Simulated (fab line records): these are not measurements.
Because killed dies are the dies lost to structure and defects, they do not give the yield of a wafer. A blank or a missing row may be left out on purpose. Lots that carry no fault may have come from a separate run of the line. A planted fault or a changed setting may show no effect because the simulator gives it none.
Split-lot study :: flow n5-finfet :: 21 wafers read across 7 lots, on a route 1938 steps long

== SPLIT DETAILS ==
At N5_PASSIVATION_ETCH_15 (etches SiCN in CF4/N2, target depth 75 nm, time 81.2 s), the setting bias-w was moved away from the recipe's 70 W on 7 of the 21 wafers read, by +6.1% to +14.6%. This setting was run at the recipe's value on the other wafers.

Reading taken at the split's own step.

== THE READING ==
rf-vpp-V, in V, at N5_PASSIVATION_ETCH_15 (etches SiCN in CF4/N2, target depth 75 nm, time 81.2 s). A value of 381.7 V with a standard deviation of 1.9 V is what fault-free wafers of this fab line usually give.

wafer: L074.2
tool, chamber at the split: rie-diel-02, 1
bias-w as run, W: 70
against the recipe: recipe
rf-vpp-V, V: 382.7
against lot-mates on the recipe: -

wafer: L074.3
tool, chamber at the split: rie-diel-02, 2
bias-w as run, W: 80.22
against the recipe: +14.6%
rf-vpp-V, V: 416.1
against lot-mates on the recipe: +33.4

wafer: L074.4
tool, chamber at the split: rie-diel-02, 0
bias-w as run, W: 70
against the recipe: recipe
rf-vpp-V, V: 382.8
against lot-mates on the recipe: -

wafer: L075.4
tool, chamber at the split: rie-diel-05, 2
bias-w as run, W: 76.76
against the recipe: +9.7%
rf-vpp-V, V: 403.2
against lot-mates on the recipe: +22.1

wafer: L075.5
tool, chamber at the split: rie-diel-05, 2
bias-w as run, W: 76.76
against the recipe: +9.7%
rf-vpp-V, V: 403.5
against lot-mates on the recipe: +22.4

wafer: L075.6
tool, chamber at the split: rie-diel-05, 3
bias-w as run, W: 70
against the recipe: recipe
rf-vpp-V, V: 381.1
against lot-mates on the recipe: -

wafer: L078.1
tool, chamber at the split: rie-diel-05, 2
bias-w as run, W: 74.27
against the recipe: +6.1%
rf-vpp-V, V: 397.0
against lot-mates on the recipe: +14.0

wafer: L078.2
tool, chamber at the split: rie-diel-05, 0
bias-w as run, W: 70
against the recipe: recipe
rf-vpp-V, V: 384.5
against lot-mates on the recipe: -

wafer: L078.5
tool, chamber at the split: rie-diel-05, 2
bias-w as run, W: 70
against the recipe: recipe
rf-vpp-V, V: 381.5
against lot-mates on the recipe: -

wafer: L080.2
tool, chamber at the split: rie-diel-05, 2
bias-w as run, W: 70
against the recipe: recipe
rf-vpp-V, V: 380.9
against lot-mates on the recipe: -

wafer: L080.5
tool, chamber at the split: rie-diel-05, 0
bias-w as run, W: 70
against the recipe: recipe
rf-vpp-V, V: 383.9
against lot-mates on the recipe: -

wafer: L080.6
tool, chamber at the split: rie-diel-05, 3
bias-w as run, W: 79.39
against the recipe: +13.4%
rf-vpp-V, V: 411.7
against lot-mates on the recipe: +29.3

wafer: L086.2
tool, chamber at the split: rie-diel-02, 0
bias-w as run, W: 70
against the recipe: recipe
rf-vpp-V, V: 381.6
against lot-mates on the recipe: -

wafer: L086.3
tool, chamber at the split: rie-diel-02, 3
bias-w as run, W: 70
against the recipe: recipe
rf-vpp-V, V: 379.4
against lot-mates on the recipe: -

wafer: L086.5
tool, chamber at the split: rie-diel-02, 0
bias-w as run, W: 70
against the recipe: recipe
rf-vpp-V, V: 381.6
against lot-mates on the recipe: -

wafer: L092.1
tool, chamber at the split: rie-diel-05, 2
bias-w as run, W: 70
against the recipe: recipe
rf-vpp-V, V: 381.6
against lot-mates on the recipe: -

wafer: L092.5
tool, chamber at the split: rie-diel-05, 3
bias-w as run, W: 70
against the recipe: recipe
rf-vpp-V, V: 382.0
against lot-mates on the recipe: -

wafer: L092.6
tool, chamber at the split: rie-diel-05, 0
bias-w as run, W: 70
against the recipe: recipe
rf-vpp-V, V: 382.5
against lot-mates on the recipe: -

wafer: L093.1
tool, chamber at the split: rie-diel-02, 0
bias-w as run, W: 70
against the recipe: recipe
rf-vpp-V, V: 382.3
against lot-mates on the recipe: -

wafer: L093.2
tool, chamber at the split: rie-diel-02, 2
bias-w as run, W: 77.26
against the recipe: +10.4%
rf-vpp-V, V: 406.3
against lot-mates on the recipe: +24.0

wafer: L093.6
tool, chamber at the split: rie-diel-02, 1
bias-w as run, W: 77.26
against the recipe: +10.4%
rf-vpp-V, V: 406.9
against lot-mates on the recipe: +24.6

FIT RESULTS
A straight line over all 21 wafers: rf-vpp-V changes by +2.29 V for each +1% of bias-w; r = +1.00; the points scatter about the line by 1.2 V.
The same after taking each lot's own level away (the mean of its wafers on the recipe; 21 wafers): +2.28 V for each +1%; r = +1.00; scatter 0.9 V.
According to that fit, moving bias-w by its largest amount changes the reading by 33 V.
From 380.87 to 383.00 V: that is the span of the lots' own levels, equal to 1.1 times the standard deviation above.
Hence the lot-to-lot level has little effect on the slope; both slopes agree.
Check: for one of the wafers moved furthest among these (+14.6%), held out of the fit, the line's prediction against its lot-mates is +33.3 V. Against them it came out at +33.4 V.
Tool readings at the split's step, against how far the setting was moved: rf-vpp-V r = +1.00.

== FURTHER SPLITS ON THESE WAFERS ==
Note: prior to the reading, these wafers also went through further splits. Each is held against what the fit with the lots' levels taken away leaves over:
other split on the same wafers: N5_BEOL_M14_TRENCH_ETCH_34 time-s
wafers away from the commonest value: 6
r with rf-vpp-V (lot level and that fit taken away): +0.12

other split on the same wafers: N5_BEOL_M14_DEP_53 time-s
wafers away from the commonest value: 8
r with rf-vpp-V (lot level and that fit taken away): -0.21

other split on the same wafers: N5_BEOL_M15_SPUTTER_44 power-w
wafers away from the commonest value: 11
r with rf-vpp-V (lot level and that fit taken away): +0.11

other split on the same wafers: N5_BEOL_M15_CMP_49 down-force-psi
wafers away from the commonest value: 10
r with rf-vpp-V (lot level and that fit taken away): +0.28

== FILE'S OWN FIT ==
rf-vpp-V changes by +2.27 V for each +1% of bias-w, r = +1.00.
